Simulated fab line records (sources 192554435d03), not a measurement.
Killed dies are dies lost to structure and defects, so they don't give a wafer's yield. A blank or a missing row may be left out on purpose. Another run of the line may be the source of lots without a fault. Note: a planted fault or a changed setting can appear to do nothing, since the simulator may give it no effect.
fab line records	flow n5Finfet
record: lots: 7	wafers: 21
route steps=1938 shown BEOL_M3@960 BEOL_M4@1037 BEOL_M5@1142 BEOL_M7@1266
startH: the number of hours between the record's first day and the start of the first shown wafer of the lot	waitH: hours from the lot's prior step to this one	" as in the row above	L1.1+2: several wafers, shown together as one row	- either no value or no given start	* or withheld: withheld	< > ~ a bound
route shown NAME@n: names a module that has steps shown in the file, with the first one's number in the route	usual: mean/standard deviation of fault-free wafers	same: alike in all rows	chamber/n: place in a boat	sites: readings site by site	_std_site: their standard deviation	_edge_site: outer sites' mean less inner sites'	radiusMm: how far each site lies from the wafer's centre	mask NAME#n: copy n	behind: the last tool/chamber to shape the wafer	hold: the reason the lot was held/the length of the hold in hours/how it ended	device: which transistor (n, p or np) failed to switch	end of line: the same wafers' tests at the end of the route	a step with no rows: only its recipe	killed: the dies lost at the first sort to structure and to defects; this is not the yield of the wafer	map: dies across one wafer; x = killed, . = not, _ = none there
set.NAME: the setting that was run; set.NAME@STEP: the one run at that earlier step	model.NAME: the simulator's own value behind a step, which no gauge read
lots with deliberately changed settings; one table per step, one row per wafer
== steps ==
step: N5_BEOL_M3_COAT_22
recipe: resist: CAR-EUV	spinRpm: 1500	resistThkNm: 30
lot.wafer	tool	chamber	startH	waitH	set.spinRpm	model.CAR-EUV_of_BEOL_M3_COAT_22.thkNm
L085.1	lithoTrack-05	0	-	-	1500	30.2
L085.2+3	"	0	"	"	1333	32
L084.3	lithoTrack-05	0	-	-	1557	29.6
L084.4	"	0	"	"	1500	30
L084.5	"	0	"	"	1557	29.4
L086.3+4+5	lithoTrack-05	0	-	-	1500	30
L089.1+5+6	lithoTrack-04	0	-	-	1338	31.8
L090.2+5	lithoTrack-05	0	-	-	1632	28.6
L090.4	"	0	"	"	1500	29.8
L096.1+6	lithoTrack-01	0	-	-	1500	30
L096.2	"	0	"	"	1500	29.8
L097.2+4+5	lithoTrack-04	0	-	-	1500	30
step: N5_BEOL_M3_EBR_24
recipe: solvent: PGMEA	ebrWidthMm: 1.5
step: N5_BEOL_M3_SOFTBAKE_23
recipe: tempC: 110	timeS: 60	resist: CAR-EUV
step: N5_BEOL_M3_EXPOSE_25
recipe: maskId: V2	na: 0.33	sourceShape: quasar	sigmaInner: 0.2	sigmaOuter: 0.8	polarization: unpolarized	defocusNm: 5	doseMj: 63
step: N5_BEOL_M3_PEB_26
recipe: pebTempC: 100	pebTimeS: 60	resist: CAR-EUV
step: N5_BEOL_M3_DEVELOP_27
recipe: developTimeS: 30	developer: TMAH	resist: CAR-EUV	rinseLiquid: surfactantRinse	dry: airSpin	devTempC: 23
lot.wafer	tool	chamber	startH	waitH	set.spinRpm@BEOL_M3_COAT_22	model.CAR-EUV_of_BEOL_M3_COAT_22.thkNm
L085.1	lithoTrack-04	0	-	-	1500	29.6
L085.2	"	0	"	"	1333	31.4
L085.3	"	0	"	"	1333	31.6
L084.3+5	lithoTrack-01	0	-	-	1557	29
L084.4	"	0	"	"	1500	29.6
L086.3+4+5	lithoTrack-01	0	-	-	1500	29.6
L089.1+5+6	lithoTrack-01	0	-	-	1338	31.4
L090.2+5	lithoTrack-04	0	-	-	1632	28.2
L090.4	"	0	"	"	1500	29.4
L096.1+2	lithoTrack-01	0	-	-	1500	29.4
L096.6	"	0	"	"	1500	29.6
L097.2+5	lithoTrack-01	0	-	-	1500	29.6
L097.4	"	0	"	"	1500	29.4
step: N5_BEOL_M3_ALD_98
recipe: material: SiO2	targetThkA: 25	tempC: 100	aldPrecursorFamily: BDEAS	aldCoReactant: O2-plasma	pulseTimeS: 1	coReactantPulseTimeS: 1	purgeTimeS: 2	coReactantPurgeTimeS: 2	aldCycles: 17	pressureTorr: 2
step: N5_BEOL_M3_ETCHBACK_99
recipe: chemistry: CHF3	target: SiO2	targetDepthA: 50	timeS: 10.4	sourceW: 215	biasW: 47	Ar_flow_sccm: 200	CHF3_flow_sccm: 12	ionEnergyEv: 100	pressureMtorr: 30
step: N5_BEOL_M3_ETCH_70
recipe: chemistry: N2/H2	target: SOC	targetDepthA: 800	overetchA: 160	maskMaterial: SiARC	tempC: 40	timeS: 120	ionEnergyEv: 200	pressureMtorr: 30	sourceW: 840	biasW: 150	n2FlowSccm: 200	h2FlowSccm: 200
lot.wafer	tool	chamber	startH	waitH	set.spinRpm@BEOL_M3_COAT_67	model.etch.depthNm
L085.1	rieDiel-03	1	220.23	0.0	1500	60.19
L085.2	"	0	"	"	1500	60.15
L085.3	"	3	"	"	1500	60.1
L084.3	rieDiel-01	3	224.58	0.0	1500	60.1
L084.4	"	2	"	"	1586	58.28
L084.5	"	0	"	"	1500	60.13
L086.3	rieDiel-03	3	229.96	0.0	1500	60.21
L086.4	"	2	"	"	1500	60.09
L086.5	"	1	"	"	1500	60.14
L089.1	rieDiel-02	0	252.58	0.0	1500	60.03
L089.5	"	0	"	"	1337	63.47
L089.6	"	1	"	"	1337	63.53
L090.2	rieDiel-01	2	259.06	0.0	1405	62.06
L090.4	"	3	"	"	1500	59.97
L090.5	"	1	"	"	1405	62
L096.1	rieDiel-01	0	284.22	0.0	1576	58.82
L096.2	"	3	"	"	1500	60.19
L096.6	"	3	"	"	1576	58.7
L097.2	rieDiel-01	3	292.17	0.0	1500	59.9
L097.4	"	2	"	"	1376	62.75
L097.5	"	3	"	"	1376	62.86
step: N5_BEOL_M3_STRIP_71
recipe: chemistry: N2/H2	tempC: 40	n2FlowSccm: 200	h2FlowSccm: 200	rfFrequencyHz: 6e+07
step: N5_BEOL_M3_STRIP_78
recipe: chemistry: N2/H2	tempC: 40	n2FlowSccm: 200	h2FlowSccm: 200	rfFrequencyHz: 6e+07
step: N5_BEOL_M3_VIA_ETCH_34
recipe: chemistry: C4F6/O2	targetDepthA: 694	maskMaterial: SOC	pressureMtorr: 15	ionEnergyEv: 250	taperDeg: 4	timeS: 65.9	sourceW: 350	biasW: 170	Ar_flow_sccm: 300	C4F6_flow_sccm: 10	O2_flow_sccm: 10
lot.wafer	tool	chamber	startH	waitH	set.spinRpm@BEOL_M3_COAT_67	model.SOC_of_BEOL_M3_COAT_67.thkNm
L085.1	rieDiel-03	1	220.33	0.0	1500	52.2
L085.2	"	0	"	"	1500	52
L085.3	"	3	"	"	1500	52.4
L084.3	rieDiel-01	3	224.68	0.0	1500	51.6
L084.4	"	2	"	"	1586	50.2
L084.5	"	0	"	"	1500	51.8
L086.3	rieDiel-03	3	230.06	0.0	1500	52.6
L086.4	"	2	"	"	1500	51.6
L086.5	"	1	"	"	1500	52.2
L089.1	rieDiel-02	0	252.68	0.0	1500	51.8
L089.5	"	0	"	"	1337	55.2
L089.6	"	1	"	"	1337	55.6
L090.2	rieDiel-01	2	259.16	0.0	1405	54
L090.4	"	3	"	"	1500	51.6
L090.5	"	1	"	"	1405	54.2
L096.1	rieDiel-01	0	284.32	0.0	1576	50.6
L096.2	"	3	"	"	1500	52
L096.6	"	3	"	"	1576	50.4
L097.2	rieDiel-01	3	292.27	0.0	1500	51.6
L097.4+5	"	2,3	"	"	1376	54.6
step: N5_BEOL_M4_DESCUM_16
recipe: chemistry: O2	timeS: 7	sourcePowerW: 50	biasPowerW: 20	pressureMtorr: 20	rfFrequencyHz: 2.712e+07	tempC: 40	resist: CAR-EUV	o2FlowSccm: 225
lot.wafer	tool	chamber	startH	waitH	set.timeS	model.CAR-EUV_of_BEOL_M4_COAT_05.thkNm
L085.1+3	rieDiel-05	0,3	229.15	0.2	7	26
L085.2	"	1	"	"	7	26.2
L084.3+4	rieDiel-05	0,3	231.21	0.3	6.354	26.4
L084.5	"	2	"	"	7	26.2
L086.3+4	rieDiel-05	2,3	238.71	0.2	7	26
L086.5	"	3	"	"	7	26.2
L089.1+6	rieDiel-05	0	259.14	0.2	7	25.8
L089.5	"	1	"	"	7	26
L090.2+4	rieDiel-06	3,0	266.55	0.1	8.544	25.4
L090.5	"	0	"	"	7	26.2
L096.1	rieDiel-05	2	289.88	0.0	5.948	26.6
L096.2+6	"	3,1	"	"	7	26
L097.2+4+5	rieDiel-06	1,3,1	297.70	0.5	7	26
step: N5_BEOL_M4_ETCH_74
recipe: chemistry: N2/H2	target: underlayer	targetDepthA: 65	maskMaterial: CAR-EUV	timeS: 5.2	ionEnergyEv: 200	pressureMtorr: 30	sourceW: 840	biasW: 150	n2FlowSccm: 200	h2FlowSccm: 200	ends: cleared
lot.wafer	tool	chamber	startH	waitH	set.timeS@BEOL_M4_DESCUM_16	model.CAR-EUV_of_BEOL_M4_COAT_05.thkNm
L085.1+2+3	rieDiel-05	0,1,3	229.19	0.0	7	20.4
L084.3	rieDiel-05	0	231.24	0.0	6.354	20.8
L084.4	"	3	"	"	6.354	20.6
L084.5	"	2	"	"	7	20.4
L086.3+5	rieDiel-05	2,3	238.75	0.0	7	20.4
L086.4	"	3	"	"	7	20.2
L089.1+6	rieDiel-05	0	259.18	0.0	7	20
L089.5	"	1	"	"	7	20.2
L090.2	rieDiel-06	3	266.58	0.0	8.544	19.6
L090.4	"	0	"	"	8.544	19.8
L090.5	"	0	"	"	7	20.6
L096.1	rieDiel-05	2	289.92	0.0	5.948	21
L096.2+6	"	3,1	"	"	7	20.2
L097.2+5	rieDiel-06	1	297.74	0.0	7	20.2
L097.4	"	3	"	"	7	20.4
step: N5_BEOL_M4_ETCH_63
recipe: chemistry: CF4	target: SiARC	targetDepthA: 156	maskMaterial: CAR-EUV	timeS: 26	ionEnergyEv: 80	pressureMtorr: 40	sourceW: 545	biasW: 36	Ar_flow_sccm: 100	cf4FlowSccm: 100	ends: cleared
lot.wafer	tool	chamber	startH	waitH	set.timeS@BEOL_M4_DESCUM_16	model.CAR-EUV_of_BEOL_M4_COAT_05.thkNm
L085.1+2+3	rieDiel-05	0,1,3	229.20	0.0	7	11.2
L084.3+4	rieDiel-05	0,3	231.26	0.0	6.354	11.4
L084.5	"	2	"	"	7	11.2
L086.3+5	rieDiel-05	2,3	238.76	0.0	7	11.2
L086.4	"	3	"	"	7	11
L089.1+6	rieDiel-05	0	259.19	0.0	7	10.8
L089.5	"	1	"	"	7	11
L090.2	rieDiel-06	3	266.60	0.0	8.544	10.4
L090.4	"	0	"	"	8.544	10.6
L090.5	"	0	"	"	7	11.4
L096.1	rieDiel-05	2	289.93	0.0	5.948	11.8
L096.2+6	"	3,1	"	"	7	11
L097.2+4+5	rieDiel-06	1,3,1	297.75	0.0	7	11
step: N5_BEOL_M4_COAT_67
recipe: resist: SOC	tempC: 250	timeS: 60	spinRpm: 1500	resistThkNm: 60
lot.wafer	tool	chamber	startH	waitH	set.spinRpm	model.SOC_of_BEOL_M4_COAT_67.thkNm
L085.1	lithoTrack-03	0	229.74	0.0	1619	57.4
L085.2	"	0	"	"	1500	59.6
L085.3	"	0	"	"	1619	57.6
L084.3	lithoTrack-02	0	231.68	0.0	1655	57.2
L084.4	"	0	"	"	1500	59.8
L084.5	"	0	"	"	1500	60.2
L086.3+4	lithoTrack-04	0	239.19	0.0	1500	60
L086.5	"	0	"	"	1500	59.8
L089.1+6	lithoTrack-02	0	259.79	0.0	1500	60
L089.5	"	0	"	"	1500	59.8
L090.2+5	lithoTrack-03	0	267.02	0.0	1500	59.8
L090.4	"	0	"	"	1591	58.2
L096.1+2	lithoTrack-03	0	290.35	0.0	1583	58.4
L096.6	"	0	"	"	1500	59.8
L097.2+4+5	lithoTrack-04	0	298.17	0.0	1500	60
step: N5_BEOL_M4_COAT_68
recipe: resist: SiARC	tempC: 220	timeS: 60	spinRpm: 1500	resistThkNm: 12
step: N5_BEOL_M4_COAT_76
recipe: resist: underlayer	tempC: 205	timeS: 60	spinRpm: 1500	resistThkNm: 5
step: N5_BEOL_M4_ALD_98
recipe: material: SiO2	targetThkA: 25	tempC: 100	aldPrecursorFamily: BDEAS	aldCoReactant: O2-plasma	pulseTimeS: 1	coReactantPulseTimeS: 1	purgeTimeS: 2	coReactantPurgeTimeS: 2	aldCycles: 17	pressureTorr: 2
step: N5_BEOL_M4_ETCHBACK_99
recipe: chemistry: CHF3	target: SiO2	targetDepthA: 50	timeS: 10.4	sourceW: 215	biasW: 47	Ar_flow_sccm: 200	CHF3_flow_sccm: 12	ionEnergyEv: 100	pressureMtorr: 30
step: N5_BEOL_M4_ETCH_70
recipe: chemistry: N2/H2	target: SOC	targetDepthA: 800	overetchA: 240	maskMaterial: SiARC	tempC: 40	timeS: 130	ionEnergyEv: 200	pressureMtorr: 30	sourceW: 840	biasW: 150	n2FlowSccm: 200	h2FlowSccm: 200
lot.wafer	tool	chamber	startH	waitH	set.spinRpm@BEOL_M4_COAT_67	model.etch.depthNm
L085.1	rieDiel-05	1	233.43	0.0	1619	57.42
L085.2	"	2	"	"	1500	59.63
L085.3	"	3	"	"	1619	57.61
L084.3	rieDiel-04	3	237.80	0.0	1655	57.28
L084.4	"	0	"	"	1500	59.88
L084.5	"	3	"	"	1500	60.22
L086.3	rieDiel-04	2	241.06	0.0	1500	59.94
L086.4	"	3	"	"	1500	59.9
L086.5	"	2	"	"	1500	59.73
L089.1	rieDiel-05	2	263.30	0.0	1500	59.94
L089.5	"	2	"	"	1500	59.81
L089.6	"	0	"	"	1500	60.01
L090.2	rieDiel-04	0	268.87	0.0	1500	59.76
L090.4	"	3	"	"	1591	58.15
L090.5	"	3	"	"	1500	59.88
L096.1	rieDiel-05	2	292.55	0.0	1583	58.32
L096.2	"	3	"	"	1583	58.42
L096.6	"	2	"	"	1500	59.73
L097.2	rieDiel-04	3	314.01	0.0	1500	60.03
L097.4	"	1	"	"	1500	60.08
L097.5	"	1	"	"	1500	60.07
step: N5_BEOL_M4_STRIP_71
recipe: chemistry: N2/H2	tempC: 40	n2FlowSccm: 200	h2FlowSccm: 200	rfFrequencyHz: 6e+07
step: N5_BEOL_M4_STRIP_78
recipe: chemistry: N2/H2	tempC: 40	n2FlowSccm: 200	h2FlowSccm: 200	rfFrequencyHz: 6e+07
step: N5_BEOL_M4_VIA_ETCH_34
recipe: chemistry: C4F6/O2	targetDepthA: 694	maskMaterial: SOC	pressureMtorr: 15	ionEnergyEv: 250	taperDeg: 4	timeS: 65.9	sourceW: 350	biasW: 170	Ar_flow_sccm: 300	C4F6_flow_sccm: 10	O2_flow_sccm: 10
lot.wafer	tool	chamber	startH	waitH	set.spinRpm@BEOL_M4_COAT_67	model.SOC_of_BEOL_M4_COAT_67.thkNm
L085.1	rieDiel-05	1	233.54	0.0	1619	49
L085.2	"	2	"	"	1500	51.4
L085.3	"	3	"	"	1619	49.6
L084.3	rieDiel-04	3	237.91	0.0	1655	49
L084.4	"	0	"	"	1500	51.6
L084.5	"	3	"	"	1500	52
L086.3	rieDiel-04	2	241.16	0.0	1500	51.4
L086.4	"	3	"	"	1500	51.6
L086.5	"	2	"	"	1500	51.2
L089.1+5+6	rieDiel-05	2,2,0	263.41	0.0	1500	51.8
L090.2	rieDiel-04	0	268.97	0.0	1500	51.4
L090.4	"	3	"	"	1591	50
L090.5	"	3	"	"	1500	51.6
L096.1	rieDiel-05	2	292.65	0.0	1583	50.2
L096.2	"	3	"	"	1583	50.4
L096.6	"	2	"	"	1500	51.6
L097.2+5	rieDiel-04	3,1	314.11	0.0	1500	52
L097.4	"	1	"	"	1500	52.2
step: N5_BEOL_M5_COAT_22
recipe: resist: CAR-EUV	spinRpm: 1500	resistThkNm: 30
lot.wafer	tool	chamber	startH	waitH	set.spinRpm	model.CAR-EUV_of_BEOL_M5_COAT_22.thkNm
L085.1	lithoTrack-05	0	-	-	1375	31.4
L085.2+3	"	0	"	"	1375	31.2
L084.3+4+5	lithoTrack-05	0	-	-	1500	30
L086.3+5	lithoTrack-05	0	-	-	1500	30
L086.4	"	0	"	"	1500	30.2
L089.1+5	lithoTrack-01	0	-	-	1390	31.2
L089.6	"	0	"	"	1500	30
L090.2	lithoTrack-05	0	-	-	1573	29.4
L090.4	"	0	"	"	1500	30
L090.5	"	0	"	"	1500	30.2
L096.1+2+6	lithoTrack-05	0	-	-	1500	30
L097.2+5	lithoTrack-05	0	-	-	1500	30
L097.4	"	0	"	"	1606	29
step: N5_BEOL_M5_EBR_24
recipe: solvent: PGMEA	ebrWidthMm: 1.5
step: N5_BEOL_M5_SOFTBAKE_23
recipe: tempC: 110	timeS: 60	resist: CAR-EUV
step: N5_BEOL_M5_EXPOSE_25
recipe: maskId: V4	na: 0.33	sourceShape: quasar	sigmaInner: 0.2	sigmaOuter: 0.6	polarization: unpolarized	defocusNm: 10	doseMj: 52.75
step: N5_BEOL_M5_PEB_26
recipe: pebTempC: 100	pebTimeS: 60	resist: CAR-EUV
step: N5_BEOL_M5_DEVELOP_27
recipe: developTimeS: 30	developer: TMAH	resist: CAR-EUV	rinseLiquid: surfactantRinse	dry: airSpin	devTempC: 23
lot.wafer	tool	chamber	startH	waitH	set.spinRpm@BEOL_M5_COAT_22	model.CAR-EUV_of_BEOL_M5_COAT_22.thkNm
L085.1+2+3	lithoTrack-01	0	-	-	1375	30.8
L084.3+4+5	lithoTrack-05	0	-	-	1500	29.6
L086.3+4+5	lithoTrack-05	0	-	-	1500	29.6
L089.1+5	lithoTrack-01	0	-	-	1390	30.8
L089.6	"	0	"	"	1500	29.6
L090.2	lithoTrack-02	0	-	-	1573	29
L090.4+5	"	0	"	"	1500	29.6
L096.1+6	lithoTrack-05	0	-	-	1500	29.6
L096.2	"	0	"	"	1500	29.4
L097.2	lithoTrack-05	0	-	-	1500	29.4
L097.4	"	0	"	"	1606	28.6
L097.5	"	0	"	"	1500	29.6
step: N5_BEOL_M5_DESCUM_33
recipe: chemistry: O2	timeS: 7	sourcePowerW: 50	biasPowerW: 20	pressureMtorr: 20	rfFrequencyHz: 2.712e+07	tempC: 40	resist: CAR-EUV	o2FlowSccm: 225
lot.wafer	tool	chamber	startH	waitH	set.spinRpm@BEOL_M5_COAT_22	model.CAR-EUV_of_BEOL_M5_COAT_22.thkNm
L085.1	rieDiel-01	2	242.82	0.0	1375	27.4
L085.2+3	"	3,1	"	"	1375	27.2
L084.3+4	rieDiel-02	1,2	248.37	0.0	1500	26.2
L084.5	"	1	"	"	1500	26
L086.3+4+5	rieDiel-01	1,0,1	252.31	0.3	1500	26.2
L089.1+5	rieDiel-01	2	272.07	0.3	1390	27.2
L089.6	"	1	"	"	1500	26.2
L090.2	rieDiel-02	0	278.33	0.2	1573	25.6
L090.4	"	1	"	"	1500	26
L090.5	"	2	"	"	1500	26.2
L096.1+2+6	rieDiel-01	2,0,0	302.86	0.2	1500	26
L097.2	rieDiel-03	0	322.52	0.0	1500	26
L097.4	"	3	"	"	1606	25.2
L097.5	"	1	"	"	1500	26.2
step: N5_BEOL_M7_PECVD_70
recipe: material: SiO2	targetThkA: 200	tempC: 400	precursor: TEOS/O2	pressureTorr: 5.5	rfW: 450	teosFlowSccm: 53.8	gas: O2	flowSccm: 3000	timeS: 22.7
lot.wafer	tool	chamber	startH	waitH	set.tempC	model.SiO2_of_BEOL_M7_PECVD_70.thkNm
L085.1	pecvd-03	0	260.26	0.0	417.2	17.8
L085.2	"	1	"	"	417.2	17.6
L085.3	"	2	"	"	400	19.4
L084.3	pecvd-03	1	266.64	0.0	400	20
L084.4	"	2	"	"	400	19.4
L084.5	"	0	"	"	400	20.2
L086.3+4	pecvd-02	2	271.52	0.0	400	19.8
L086.5	"	1	"	"	400	20
L089.1+5+6	pecvd-02	0,1,2	290.48	0.0	400	19.8
L090.2	pecvd-03	2	295.83	0.0	400	19.2
L090.4	"	2	"	"	400	19.8
L090.5	"	2	"	"	400	19.4
L096.1	pecvd-02	1	318.22	0.0	400	20.4
L096.2	"	0	"	"	410.1	18.8
L096.6	"	1	"	"	410.1	19
L097.2	pecvd-04	2	342.45	0.0	400	19.6
L097.4	"	0	"	"	391	21.2
L097.5	"	1	"	"	400	20
== key ==
split: step: N5_BEOL_M3_COAT_22	setting: spinRpm	stated: 1500	by: wafer
response: step: N5_BEOL_M3_COAT_22	reading: model.CAR-EUV_of_BEOL_M3_COAT_22.thkNm	change: -0.151	per: 1%	r: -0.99
response: step: N5_BEOL_M3_DEVELOP_27	reading: model.CAR-EUV_of_BEOL_M3_COAT_22.thkNm	change: -0.157	per: 1%	r: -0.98
split: step: N5_BEOL_M4_DESCUM_16	setting: timeS	stated: 7	by: wafer
response: step: N5_BEOL_M4_DESCUM_16	reading: model.CAR-EUV_of_BEOL_M4_COAT_05.thkNm	change: -0.0357	per: 1%	r: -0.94
response: step: N5_BEOL_M4_ETCH_74	reading: model.CAR-EUV_of_BEOL_M4_COAT_05.thkNm	change: -0.0434	per: 1%	r: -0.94
response: step: N5_BEOL_M4_ETCH_63	reading: model.CAR-EUV_of_BEOL_M4_COAT_05.thkNm	change: -0.0423	per: 1%	r: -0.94
split: step: N5_BEOL_M4_COAT_67	setting: spinRpm	stated: 1500	by: wafer
response: step: N5_BEOL_M4_COAT_67	reading: model.SOC_of_BEOL_M4_COAT_67.thkNm	change: -0.266	per: 1%	r: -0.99
response: step: N5_BEOL_M4_ETCH_70	reading: model.etch.depthNm	change: -0.266	per: 1%	r: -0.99
response: step: N5_BEOL_M4_VIA_ETCH_34	reading: model.SOC_of_BEOL_M4_COAT_67.thkNm	change: -0.261	per: 1%	r: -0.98
split: step: N5_BEOL_M5_COAT_22	setting: spinRpm	stated: 1500	by: wafer
response: step: N5_BEOL_M5_COAT_22	reading: model.CAR-EUV_of_BEOL_M5_COAT_22.thkNm	change: -0.151	per: 1%	r: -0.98
response: step: N5_BEOL_M5_DEVELOP_27	reading: model.CAR-EUV_of_BEOL_M5_COAT_22.thkNm	change: -0.142	per: 1%	r: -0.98
response: step: N5_BEOL_M5_DESCUM_33	reading: model.CAR-EUV_of_BEOL_M5_COAT_22.thkNm	change: -0.127	per: 1%	r: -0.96
split: step: N5_BEOL_M7_PECVD_70	setting: tempC	stated: 400	by: wafer
response: step: N5_BEOL_M7_PECVD_70	reading: model.SiO2_of_BEOL_M7_PECVD_70.thkNm	change: -0.476	per: 1%	r: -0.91
split outsideThisFile step=N5_BEOL_M3_COAT_67 setting=spinRpm
split outsideThisFile: this setting was split too, and the file shows its column; the key of that split is in another file
